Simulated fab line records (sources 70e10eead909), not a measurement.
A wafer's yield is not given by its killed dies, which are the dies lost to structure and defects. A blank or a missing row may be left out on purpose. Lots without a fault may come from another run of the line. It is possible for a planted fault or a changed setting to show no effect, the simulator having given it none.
3 desks, one fault / flow nand harc / every desk sees just its own numbers, and what lay behind them comes last

== THE DEFECT DESK ==
Per lot, the means of the sampled wafers with a number show what the inspections along the route counted. A lot is out of limits, marked OUT, if its mean lies more than 4 standard deviations from the usual mean; the brackets give that distance.
Columns: A = raw defect count at NHARC_A_M1_INSPECT_27, usual 431
lot=L855; first seen here=day 18 02:14; A=520
lot=L853; first seen here=day 18 10:38; A=359
lot=L856; first seen here=day 18 11:34; A=447
lot=L851; first seen here=day 18 22:03; A=423
lot=L854; first seen here=day 18 22:14; A=398
lot=L857; first seen here=day 19 05:44; A=341
lot=L859; first seen here=day 19 21:04; A=585
lot=L861; first seen here=day 20 01:00; A=327
lot=L858; first seen here=day 20 02:06; A=468
lot=L866; first seen here=day 20 14:47; A=535
lot=L862; first seen here=day 20 15:10; A=564
lot=L864; first seen here=day 21 07:34; A=405
lot=L871; first seen here=day 22 13:46; A=476
lot=L872; first seen here=day 23 06:01; A=388
Finding of this desk: none of the 14 lots has anything out of limits.

== METROLOGY DESK ==
Lot by lot, what the gauges showed, no matter which tool ran the lot: averages of those sampled wafers that carry a number. A lot is out of limits, marked OUT, if its mean lies more than 4 standard deviations from the usual mean; the brackets give that distance.
Columns: A = overlay x nm at NHARC_A_BONDPAD_OVL_MEAS_35, usual -1 nm; B = overlay y nm at NHARC_A_BONDPAD_OVL_MEAS_35, usual 0 nm
lot=L855; first seen here=day 18 04:14; A=-6; B=2
lot=L853; first seen here=day 18 12:37; A=-2; B=-1
lot=L856; first seen here=day 18 13:28; A=-7; B=-14
lot=L851; first seen here=day 19 00:06; A=2; B=-7
lot=L854; first seen here=day 19 00:16; A=4; B=2
lot=L857; first seen here=day 19 07:45; A=-9; B=-3
lot=L859; first seen here=day 19 22:57; A=-10; B=6
lot=L861; first seen here=day 20 03:02; A=-3; B=-1
lot=L858; first seen here=day 20 04:34; A=6; B=-3
lot=L866; first seen here=day 20 16:47; A=0; B=9
lot=L862; first seen here=day 20 17:12; A=4; B=-1
lot=L864; first seen here=day 21 09:52; A=3; B=0
lot=L871; first seen here=day 22 15:41; A=-10; B=-6
lot=L872; first seen here=day 23 08:02; A=8; B=1
Finding of this desk: none of the 14 lots has anything out of limits.

== FOR THE TOOL OWNER'S DESK: rie diel-05 ==
The tool's own readings at NHARC_A_BONDPAD_ETCH_12 (etches the open film in CHF3/O2, target depth 220 nm, time 110 s): means of the sampled wafers that have a number, for each lot that ran on this tool. A lot is out of limits, marked OUT, if its mean lies more than 4 standard deviations from the usual mean; the brackets give that distance.
Columns: A = drypump motor current A at NHARC_A_BONDPAD_ETCH_12, usual 5.8 A; B = oes product au at NHARC_A_BONDPAD_ETCH_12, usual 0.945 a.u.; C = rf fwd power W at NHARC_A_BONDPAD_ETCH_12, usual 497.8 W; D = rf vpp V at NHARC_A_BONDPAD_ETCH_12, usual 370.6 V; E = showerhead plenum p Torr at NHARC_A_BONDPAD_ETCH_12, usual 2.40 Torr; F = throttle valve pct at NHARC_A_BONDPAD_ETCH_12, usual 20.572 %
lot=L855; first seen here=day 18 04:33; A=5.5; B=0.915; C=498.4; D=369.5; E=2.35; F=20.581
lot=L853; first seen here=day 18 12:55; A=5.5; B=0.974; C=498.0; D=370.8; E=2.40; F=20.579
lot=L856; first seen here=day 18 13:46; A=5.7; B=0.968; C=496.8; D=370.4; E=2.38; F=20.569
lot=L851; first seen here=day 19 00:26; A=5.9; B=0.966; C=498.4; D=369.7; E=2.37; F=20.573
lot=L854; first seen here=day 19 00:35; A=5.5; B=0.925; C=498.3; D=369.5; E=2.35; F=20.568
lot=L857; first seen here=day 19 08:04; A=5.7; B=0.927; C=498.2; D=370.4; E=2.38; F=20.565
lot=L861; first seen here=day 20 03:20; A=5.7; B=0.917; C=498.9; D=371.7; E=2.43; F=20.568
lot=L858; first seen here=day 20 04:53; A=6.0; B=0.967; C=496.7; D=371.4; E=2.45; F=20.568
lot=L866; first seen here=day 20 17:06; A=6.1; B=0.720 (-9.8) OUT; C=298.0 (-99 or more) OUT; D=370.6; E=2.40; F=20.575
lot=L864; first seen here=day 21 10:11; A=5.8; B=0.704 (-10) OUT; C=297.8 (-99 or more) OUT; D=371.9; E=2.42; F=20.571
This desk's finding: out of limits on L864, L866; first on L866, day 20 17:06 (oes product au at NHARC_A_BONDPAD_ETCH_12). In limits: L855, L853, L856, L851, L854, L857, L861, L858.

== BROUGHT TOGETHER ==
The tool owner's desk had the chance to raise an alarm at day 20 17:06 on L864, L866.
Nothing out of limits was seen by the defect desk.
Metrology desk: nothing out of limits seen.
The defect desk has L864, L866 on record, within its limits.
The metrology desk has L864, L866 on record, within its limits.
Every lot named ran NHARC_A_BONDPAD_ETCH_12 on rie diel-05.

== WHAT HAD BEEN PUT IN BY THE SIMULATOR ==
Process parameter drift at NHARC_A_BONDPAD_ETCH_12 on rie diel-05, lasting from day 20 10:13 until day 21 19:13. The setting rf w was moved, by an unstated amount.
Shown lots that were struck: L864, L866.
Hours from the fault's start to each desk's first reading out of limits: the tool owner's desk, 7.
